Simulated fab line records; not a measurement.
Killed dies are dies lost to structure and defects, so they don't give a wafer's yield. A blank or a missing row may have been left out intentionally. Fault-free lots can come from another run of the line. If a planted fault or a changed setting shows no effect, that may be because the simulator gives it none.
Chamber matching | flow n5_finfet | N5_BEOL_M11_VIA_ETCH_34 on rie_diel-05 has 4 sister chambers
The step etches SiCOH lowk in C4F6/O2, target depth 184.5 nm, time 69.2 s. 14 wafers are shown with their chamber, then 7 later ones without.

## WAFERS, EACH WITH ITS CHAMBER
wafer  | chamber | showerhead_plenum_p_Torr (Torr) | rf_vpp_V (V) | throttle_valve_pct (%)
L079.1 | 0       | 2.70                            | 616          | 20.78
L079.5 | 1       | 2.91                            | 667          | 20.46
L079.6 | 0       | 2.70                            | 617          | 20.77
L083.1 | 3       | 2.95                            | 703          | 21.37
L083.5 | 1       | 2.91                            | 668          | 20.46
L083.6 | 0       | 2.70                            | 616          | 20.77
L086.1 | 2       | 2.72                            | 677          | 20.76
L086.3 | 1       | 2.91                            | 668          | 20.46
L086.6 | 2       | 2.72                            | 677          | 20.75
L088.1 | 1       | 2.90                            | 670          | 20.48
L088.4 | 0       | 2.70                            | 618          | 20.82
L088.5 | 2       | 2.71                            | 678          | 20.74
L090.3 | 1       | 2.90                            | 667          | 20.49
L090.4 | 2       | 2.71                            | 675          | 20.78

SIGNATURES (averages over the wafers above)
reading                  | chamber 0 | chamber 1 | chamber 2 | chamber 3 | scatter within a chamber
showerhead_plenum_p_Torr | 2.7000    | 2.9060    | 2.7150    | 2.9500    | 0.00469
rf_vpp_V                 | 616.75    | 668.00    | 676.75    | 703.00    | 1.16
throttle_valve_pct       | 20.7850   | 20.4700   | 20.7575   | 21.3700   | 0.0184
Rule: for each reading, subtract the chamber's mean from the wafer's reading, divide by that reading's scatter and square the result; add these up over the readings and take the root, which gives the wafer's distance from the chamber. If the next closest chamber is less than 2 further off than the closest, the wafer can't be placed; otherwise it belongs to the closest. The scatter: take each reading less its chamber's mean, square it, sum over the shown wafers, divide by the number of wafers less the number of chambers, and take the root.

## WAFERS MISSING THEIR CHAMBER
wafer  | showerhead_plenum_p_Torr (Torr) | rf_vpp_V (V) | throttle_valve_pct (%)
L090.6 | 2.71                            | 676          | 20.76
L094.2 | 2.69                            | 618          | 20.80
L094.3 | 2.90                            | 669          | 20.48
L094.6 | 2.90                            | 667          | 20.50
L095.2 | 2.69                            | 617          | 20.81
L095.5 | 2.90                            | 668          | 20.51
L095.6 | 2.71                            | 677          | 20.77

## WHICH CHAMBER EACH ONE RAN IN
wafer  | from the rows above | in truth
L090.6 | 2                   | 2
L094.2 | 0                   | 0
L094.3 | 1                   | 1
L094.6 | 1                   | 1
L095.2 | 0                   | 0
L095.5 | 1                   | 1
L095.6 | 2                   | 2
Placed correctly: 7 of 7. From these rows, 0 cannot be placed. Placed wrongly: 0.
